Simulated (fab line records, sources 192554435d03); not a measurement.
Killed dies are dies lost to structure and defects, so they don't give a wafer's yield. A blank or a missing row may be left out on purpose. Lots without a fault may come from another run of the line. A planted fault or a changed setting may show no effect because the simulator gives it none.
Which tool did it? | flow n5_finfet | 23 lots, 69 wafers sampled, at 5 steps of a route of 1938

WHAT THE GAUGES READ, wafer by wafer
N5_BEOL_M4_CD_MEAS_18: pitch 36 nm, target cd 18 nm. Usual: cd_nm 18.00 nm, standard deviation 0.29.
lot  | measured     | on        | cd_nm (nm)        | flag
L074 | day 7 10:18  | cd_sem-02 | 17.93 18.11 18.32 |
L075 | day 7 14:19  | cd_sem-01 | 17.85 18.06 17.26 |
L076 | day 7 19:54  | cd_sem-02 | 18.21 17.58 17.77 |
L077 | day 8 02:27  | cd_sem-03 | 18.52 17.97 18.36 |
L079 | day 8 13:05  | cd_sem-01 | 17.77 17.93 17.83 |
L080 | day 9 00:46  | cd_sem-02 | 18.09 18.25 18.05 |
L081 | day 9 08:09  | cd_sem-03 | 17.76 17.94 18.27 |
L082 | day 10 00:52 | cd_sem-02 | 18.01 18.15 17.80 |
L083 | day 10 05:55 | cd_sem-01 | 18.66 17.87 18.01 |
L084 | day 10 07:43 | cd_sem-03 | 17.79 18.53 17.60 |
L085 | day 10 19:22 | cd_sem-01 | 17.76 17.85 17.87 |
L086 | day 11 06:02 | cd_sem-02 | 17.49 17.83 18.05 |
L087 | day 11 08:53 | cd_sem-03 | 17.85 18.00 17.84 |
L088 | day 11 13:38 | cd_sem-03 | 18.18 17.75 17.93 |
L089 | day 11 17:13 | cd_sem-02 | 18.15 18.25 18.44 |
L090 | day 11 17:37 | cd_sem-02 | 18.06 18.70 18.24 |
L092 | day 12 04:03 | cd_sem-02 | 18.46 17.63 18.06 |
L091 | day 12 10:40 | cd_sem-03 | 17.64 18.02 18.23 |
L093 | day 12 16:02 | cd_sem-03 | 17.96 17.83 17.65 |
L094 | day 12 17:43 | cd_sem-03 | 17.94 18.59 17.79 |
L095 | day 12 21:31 | cd_sem-03 | 17.74 18.11 17.88 |
L096 | day 13 23:51 | cd_sem-03 | 18.30 17.97 18.39 |
L097 | day 14 02:43 | cd_sem-03 | 17.77 18.02 18.38 |

N5_BEOL_M4_OCD_MEAS_38. Usual: trench_depth_nm 55.9 nm, standard deviation 0.63.
lot  | measured     | on     | trench_depth_nm (nm) | flag
L074 | day 7 13:32  | ocd-02 | 55.1 54.7 54.5       |
L075 | day 7 21:18  | ocd-02 | 55.4 55.7 56.4       |
L076 | day 7 21:30  | ocd-01 | 56.3 55.0 55.5       |
L077 | day 8 15:17  | ocd-02 | 56.4 55.4 57.0       |
L079 | day 8 19:57  | ocd-01 | 54.6 55.2 56.3       |
L080 | day 9 02:09  | ocd-02 | 57.3 55.1 56.2       |
L081 | day 9 16:52  | ocd-01 | 56.3 54.7 55.2       |
L082 | day 10 07:13 | ocd-01 | 55.8 55.4 55.1       |
L083 | day 10 10:37 | ocd-02 | 56.2 55.7 55.2       |
L084 | day 10 14:26 | ocd-02 | 56.4 55.7 55.7       |
L085 | day 11 15:37 | ocd-01 | 55.5 55.8 56.2       |
L086 | day 11 15:43 | ocd-01 | 56.5 55.1 55.5       |
L087 | day 11 11:44 | ocd-02 | 56.1 55.8 55.2       |
L088 | day 11 16:12 | ocd-01 | 56.2 55.5 56.2       |
L089 | day 11 21:26 | ocd-01 | 55.9 56.8 55.9       |
L090 | day 11 18:53 | ocd-02 | 56.1 55.2 55.5       |
L092 | day 12 16:46 | ocd-02 | 55.3 55.9 56.6       |
L091 | day 12 19:43 | ocd-01 | 54.5 55.3 55.5       |
L093 | day 12 20:16 | ocd-01 | 56.6 56.7 56.5       |
L094 | day 13 00:42 | ocd-01 | 57.5 55.7 55.2       |
L095 | day 13 01:11 | ocd-01 | 56.4 56.2 56.0       |
L096 | day 14 03:22 | ocd-01 | 56.2 57.1 55.8       |
L097 | day 14 06:10 | ocd-01 | 55.2 56.9 55.6       |

WHICH TOOL RAN EACH LOT (tool, then ch and the chambers of the sampled wafers, then the start)
lot  | N5_BEOL_M4_ETCH_64                 | N5_BEOL_M4_STRIP_66                | N5_BEOL_M4_ETCH_41
L074 | rie_diel-06 ch 0,1,2, day 7 09:56  | rie_diel-06 ch 0,1,2, day 7 10:04  | rie_diel-06 ch 1,3, day 7 13:32 or earlier
L075 | rie_diel-02 ch 0,3, day 7 13:53    | rie_diel-02 ch 0,3, day 7 14:01    | rie_diel-02 ch 0,1,3, day 7 21:18 or earlier
L076 | rie_diel-06 ch 0,3, day 7 19:32    | rie_diel-06 ch 0,3, day 7 19:41    | rie_diel-01 ch 1,2, day 7 21:30 or earlier
L077 | rie_diel-06 ch 0,2, day 8 02:02    | rie_diel-06 ch 0,2, day 8 02:10    | rie_diel-02 ch 0,2, day 8 15:17 or earlier
L079 | rie_diel-01 ch 1,2, day 8 12:43    | rie_diel-01 ch 1,2, day 8 12:52    | rie_diel-06 ch 0,3, day 8 19:57 or earlier
L080 | rie_diel-02 ch 0,1,3, day 9 00:25  | rie_diel-02 ch 0,1,3, day 9 00:32  | rie_diel-06 ch 0,1,2, day 9 02:09 or earlier
L081 | rie_diel-01 ch 1,2,3, day 9 07:48  | rie_diel-01 ch 1,2,3, day 9 07:56  | rie_diel-06 ch 2,3, day 9 16:52 or earlier
L082 | rie_diel-06 ch 0,2, day 10 00:31   | rie_diel-06 ch 0,2, day 10 00:39   | rie_diel-02 ch 1,3, day 10 07:13 or earlier
L083 | rie_diel-01 ch 0,1,2, day 10 05:28 | rie_diel-01 ch 0,1,2, day 10 05:35 | rie_diel-06 ch 1,3, day 10 10:37 or earlier
L084 | rie_diel-01 ch 0,1,3, day 10 07:07 | rie_diel-01 ch 0,1,3, day 10 07:15 | rie_diel-02 ch 1,2,3, day 10 14:26 or earlier
L085 | rie_diel-06 ch 0,1,3, day 10 19:00 | rie_diel-06 ch 0,1,3, day 10 19:08 | rie_diel-02 ch 0,1, day 11 15:37 or earlier
L086 | rie_diel-06 ch 0,1,2, day 11 05:41 | rie_diel-06 ch 0,1,2, day 11 05:49 | rie_diel-01 ch 0,2,3, day 11 15:43 or earlier
L087 | rie_diel-01 ch 0,2,3, day 11 08:32 | rie_diel-01 ch 0,2,3, day 11 08:40 | rie_diel-01 ch 2,3, day 11 11:44 or earlier
L088 | rie_diel-01 ch 0,3, day 11 13:17   | rie_diel-01 ch 0,3, day 11 13:25   | rie_diel-02 ch 1,3, day 11 16:12 or earlier
L089 | rie_diel-02 ch 0,2,3, day 11 16:52 | rie_diel-02 ch 0,2,3, day 11 17:00 | rie_diel-01 ch 2,3, day 11 21:26 or earlier
L090 | rie_diel-01 ch 0,2,3, day 11 17:16 | rie_diel-01 ch 0,2,3, day 11 17:24 | rie_diel-02 ch 0,1,3, day 11 18:53 or earlier
L092 | rie_diel-06 ch 1,2, day 12 03:41   | rie_diel-06 ch 1,2, day 12 03:49   | rie_diel-01 ch 0,1,3, day 12 16:46 or earlier
L091 | rie_diel-01 ch 1,2,3, day 12 10:18 | rie_diel-01 ch 1,2,3, day 12 10:26 | rie_diel-02 ch 0,1, day 12 19:43 or earlier
L093 | rie_diel-01 ch 0,3, day 12 15:34   | rie_diel-01 ch 0,3, day 12 15:42   | rie_diel-06 ch 0,2,3, day 12 20:16 or earlier
L094 | rie_diel-06 ch 1,2,3, day 12 17:21 | rie_diel-06 ch 1,2,3, day 12 17:29 | rie_diel-02 ch 0,1,2, day 13 00:42 or earlier
L095 | rie_diel-06 ch 0,2, day 12 21:10   | rie_diel-06 ch 0,2, day 12 21:18   | rie_diel-01 ch 0,3, day 13 01:11 or earlier
L096 | rie_diel-01 ch 0,2,3, day 13 23:30 | rie_diel-01 ch 0,2,3, day 13 23:38 | rie_diel-02 ch 1,2,3, day 14 03:22 or earlier
L097 | rie_diel-02 ch 1,2, day 14 02:22   | rie_diel-02 ch 1,2, day 14 02:29   | rie_diel-02 ch 0,1, day 14 06:10 or earlier
- N5_BEOL_M4_ETCH_64: etches SOC in N2/H2, target depth 75 nm, overetch 22.5 nm, time 121.9 s.
- N5_BEOL_M4_STRIP_66: strips in CF4.
- N5_BEOL_M4_ETCH_41: etches SiCN in CH3F/O2, target depth 29.9 nm, time 52.5 s.

WHAT THE TOOLS THEMSELVES READ (means of the sampled wafers that have a number; where no wafer has one, the mark that the record gives instead)
N5_BEOL_M4_ETCH_64. Usual: bias_w 150.0 W, standard deviation 0.46; drypump_motor_current_A 5.7 A, standard deviation 0.37; h2_flow_sccm 200.0 sccm, standard deviation 0.52; oes_product_au 0.62 a.u., standard deviation 0.065; rf_vpp_V 523.2 V, standard deviation 2.3; showerhead_plenum_p_Torr 2.53 Torr, standard deviation 0.084; throttle_valve_pct 17.69 %, standard deviation 0.19.
lot  | tool        | bias_w (W) | drypump_motor_current_A (A) | h2_flow_sccm (sccm) | oes_product_au (a.u.) | rf_vpp_V (V) | showerhead_plenum_p_Torr (Torr) | throttle_valve_pct (%) | flag
L074 | rie_diel-06 | 150.1      | 5.5                         | 200.0               | 0.63                  | 524.9        | 2.57                            | 17.63                  |
L075 | rie_diel-02 | 150.0      | 5.7                         | 199.9               | 0.55                  | 526.4        | 2.63                            | 17.62                  |
L076 | rie_diel-06 | 149.9      | 5.6                         | 199.6               | 0.60                  | 525.5        | 2.60                            | 17.83                  |
L077 | rie_diel-06 | 149.7      | 5.6                         | 199.8               | 0.68                  | 523.8        | 2.56                            | 17.63                  |
L079 | rie_diel-01 | 150.2      | 5.7                         | 200.1               | 0.62                  | 522.8        | 2.49                            | 17.68                  |
L080 | rie_diel-02 | 149.6      | 5.6                         | 200.1               | 0.59                  | 524.6        | 2.59                            | 17.64                  |
L081 | rie_diel-01 | 150.1      | 5.9                         | 199.5               | 0.63                  | 523.3        | 2.49                            | 17.72                  |
L082 | rie_diel-06 | 149.3      | 5.4                         | 199.9               | 0.63                  | 525.9        | 2.63                            | 17.68                  |
L083 | rie_diel-01 | 150.2      | 5.5                         | 200.3               | 0.63                  | 521.8        | 2.49                            | 17.79                  |
L084 | rie_diel-01 | 149.6      | 5.7                         | 199.7               | 0.65                  | 522.5        | 2.49                            | 17.82                  |
L085 | rie_diel-06 | 150.3      | 5.7                         | 200.0               | 0.56                  | 523.4        | 2.54                            | 17.84                  |
L086 | rie_diel-06 | 149.8      | 5.5                         | 200.2               | 0.61                  | 523.8        | 2.56                            | 17.67                  |
L087 | rie_diel-01 | 149.8      | 5.8                         | 199.5               | 0.67                  | 521.4        | 2.48                            | 17.56                  |
L088 | rie_diel-01 | 150.2      | 5.6                         | 199.9               | 0.68                  | 522.2        | 2.48                            | 17.65                  |
L089 | rie_diel-02 | 150.0      | 5.6                         | 200.0               | 0.57                  | 523.7        | 2.57                            | 17.68                  |
L090 | rie_diel-01 | 150.0      | 5.8                         | 199.9               | 0.66                  | 522.0        | 2.47                            | 17.58                  |
L092 | rie_diel-06 | 149.7      | 5.6                         | 199.7               | 0.58                  | 522.9        | 2.50                            | 17.66                  |
L091 | rie_diel-01 | 149.8      | 6.0                         | 200.4               | 0.67                  | 521.8        | 2.48                            | 17.63                  |
L093 | rie_diel-01 | 150.5      | 5.6                         | 199.6               | 0.68                  | 521.2        | 2.48                            | 17.65                  |
L094 | rie_diel-06 | 150.3      | 5.8                         | 199.9               | 0.64                  | 524.4        | 2.57                            | 17.66                  |
L095 | rie_diel-06 | 150.4      | 5.4                         | 199.9               | 0.61                  | 526.8        | 2.61                            | 17.74                  |
L096 | rie_diel-01 | 149.7      | 5.8                         | 199.5               | 0.65                  | 521.6        | 2.47                            | 17.59                  |
L097 | rie_diel-02 | 150.1      | 5.7                         | 201.1               | 0.62                  | 521.2        | 2.48                            | 17.67                  |

N5_BEOL_M4_STRIP_66. Usual: drypump_motor_current_A 5.7 A, standard deviation 0.37; oes_product_au 0.81 a.u., standard deviation 0.084; rf_vpp_V 270.8 V, standard deviation 1.5; showerhead_plenum_p_Torr 1.78 Torr, standard deviation 0.052; throttle_valve_pct 13.43 %, standard deviation 0.22.
lot  | tool        | drypump_motor_current_A (A) | oes_product_au (a.u.) | rf_vpp_V (V) | showerhead_plenum_p_Torr (Torr) | throttle_valve_pct (%) | flag
L074 | rie_diel-06 | 5.5                         | 0.83                  | 271.9        | 1.81                            | 13.40                  |
L075 | rie_diel-02 | 5.7                         | 0.72                  | 273.3        | 1.85                            | 13.42                  |
L076 | rie_diel-06 | 5.6                         | 0.78                  | 272.3        | 1.83                            | 13.49                  |
L077 | rie_diel-06 | 5.6                         | 0.88                  | 271.1        | 1.80                            | 13.32                  |
L079 | rie_diel-01 | 5.6                         | 0.79                  | 270.0        | 1.76                            | 13.45                  |
L080 | rie_diel-02 | 5.6                         | 0.77                  | 271.9        | 1.82                            | 13.40                  |
L081 | rie_diel-01 | 5.9                         | 0.81                  | 270.1        | 1.76                            | 13.50                  |
L082 | rie_diel-06 | 5.4                         | 0.82                  | 271.9        | 1.84                            | 13.38                  |
L083 | rie_diel-01 | 5.4                         | 0.81                  | 270.5        | 1.76                            | 13.55                  |
L084 | rie_diel-01 | 5.7                         | 0.84                  | 270.2        | 1.76                            | 13.57                  |
L085 | rie_diel-06 | 5.7                         | 0.73                  | 270.1        | 1.79                            | 13.60                  |
L086 | rie_diel-06 | 5.5                         | 0.79                  | 272.4        | 1.80                            | 13.45                  |
L087 | rie_diel-01 | 5.8                         | 0.86                  | 270.5        | 1.75                            | 13.28                  |
L088 | rie_diel-01 | 5.6                         | 0.89                  | 269.9        | 1.75                            | 13.35                  |
L089 | rie_diel-02 | 5.6                         | 0.74                  | 271.7        | 1.81                            | 13.46                  |
L090 | rie_diel-01 | 5.8                         | 0.86                  | 269.8        | 1.75                            | 13.30                  |
L092 | rie_diel-06 | 5.6                         | 0.75                  | 270.4        | 1.77                            | 13.54                  |
L091 | rie_diel-01 | 5.9                         | 0.87                  | 270.2        | 1.75                            | 13.36                  |
L093 | rie_diel-01 | 5.6                         | 0.88                  | 270.3        | 1.75                            | 13.37                  |
L094 | rie_diel-06 | 5.8                         | 0.84                  | 270.8        | 1.81                            | 13.41                  |
L095 | rie_diel-06 | 5.4                         | 0.80                  | 272.5        | 1.84                            | 13.43                  |
L096 | rie_diel-01 | 5.8                         | 0.84                  | 270.6        | 1.75                            | 13.34                  |
L097 | rie_diel-02 | 5.8                         | 0.81                  | 270.1        | 1.75                            | 13.37                  |

N5_BEOL_M4_ETCH_41. Usual: bias_w 74.98 W, standard deviation 0.24; drypump_motor_current_A 5.7 A, standard deviation 0.35; oes_product_au 0.81 a.u., standard deviation 0.087; rf_vpp_V 297.0 V, standard deviation 1.6; showerhead_plenum_p_Torr 1.99 Torr, standard deviation 0.067; throttle_valve_pct 16.17 %, standard deviation 0.15.
lot  | tool        | bias_w (W) | drypump_motor_current_A (A) | oes_product_au (a.u.) | rf_vpp_V (V) | showerhead_plenum_p_Torr (Torr) | throttle_valve_pct (%) | flag
L074 | rie_diel-06 | 75.15      | 6.0                         | 0.71                  | 295.8        | 1.92                            | 16.35                  |
L075 | rie_diel-02 | 75.07      | 5.6                         | 0.80                  | 298.0        | 2.04                            | 16.13                  |
L076 | rie_diel-01 | 74.97      | 5.7                         | 0.82                  | 296.4        | 1.96                            | 16.17                  |
L077 | rie_diel-02 | 74.85      | 5.8                         | 0.82                  | 297.1        | 1.99                            | 16.05                  |
L079 | rie_diel-06 | 74.94      | 5.8                         | 0.73                  | 295.9        | 1.97                            | 16.36                  |
L080 | rie_diel-06 | 75.04      | 5.5                         | 0.82                  | 298.1        | 2.02                            | 16.17                  |
L081 | rie_diel-06 | 74.98      | 6.0                         | 0.75                  | 296.2        | 1.91                            | 16.33                  |
L082 | rie_diel-02 | 74.85      | 5.6                         | 0.82                  | 297.7        | 2.00                            | 16.13                  |
L083 | rie_diel-06 | 75.14      | 5.8                         | 0.71                  | 295.5        | 1.95                            | 16.31                  |
L084 | rie_diel-02 | 74.93      | 5.5                         | 0.82                  | 297.0        | 1.99                            | 16.15                  |
L085 | rie_diel-02 | 75.01      | 5.8                         | 0.80                  | 297.4        | 1.99                            | 16.10                  |
L086 | rie_diel-01 | 75.05      | 5.7                         | 0.88                  | 296.8        | 1.95                            | 16.07                  |
L087 | rie_diel-01 | 74.99      | 6.2                         | 0.88                  | 296.2        | 1.95                            | 16.07                  |
L088 | rie_diel-02 | 75.05      | 5.4                         | 0.76                  | 298.0        | 2.03                            | 16.24                  |
L089 | rie_diel-01 | 74.98      | 6.0                         | 0.84                  | 296.3        | 1.95                            | 16.01                  |
L090 | rie_diel-02 | 74.71      | 5.6                         | 0.76                  | 297.8        | 2.03                            | 16.18                  |
L092 | rie_diel-01 | 75.14      | 5.7                         | 0.91                  | 295.9        | 1.96                            | 16.23                  |
L091 | rie_diel-02 | 74.88      | 5.8                         | 0.75                  | 298.4        | 2.02                            | 16.14                  |
L093 | rie_diel-06 | 74.96      | 5.7                         | 0.87                  | 299.1        | 2.06                            | 16.14                  |
L094 | rie_diel-02 | 75.07      | 5.8                         | 0.79                  | 296.4        | 1.98                            | 16.13                  |
L095 | rie_diel-01 | 74.97      | 6.0                         | 0.88                  | 296.7        | 1.96                            | 16.17                  |
L096 | rie_diel-02 | 75.09      | 5.6                         | 0.78                  | 296.7        | 1.98                            | 16.19                  |
L097 | rie_diel-02 | 75.21      | 5.9                         | 0.74                  | 297.9        | 2.02                            | 16.16                  |

THE ANSWER, worked out from the rows above alone
Rule: a lot is off if the mean of its wafers that have a number lies more than 3 standard deviations from the usual mean. A lot without any number at a reading at which 4 lots or more have one is off too. The other lots that the step has rows for count as sound. The gauges are gone through in route order, then the tools' own readings, and for those a lot's mean is taken as printed above. The first step at which some lot is off is used, and at that step the reading that is off furthest; a lot without a number counts as furthest.
No lot is off at any reading shown: from this, nothing can be told.

WHAT THE SIMULATOR HAD PUT IN
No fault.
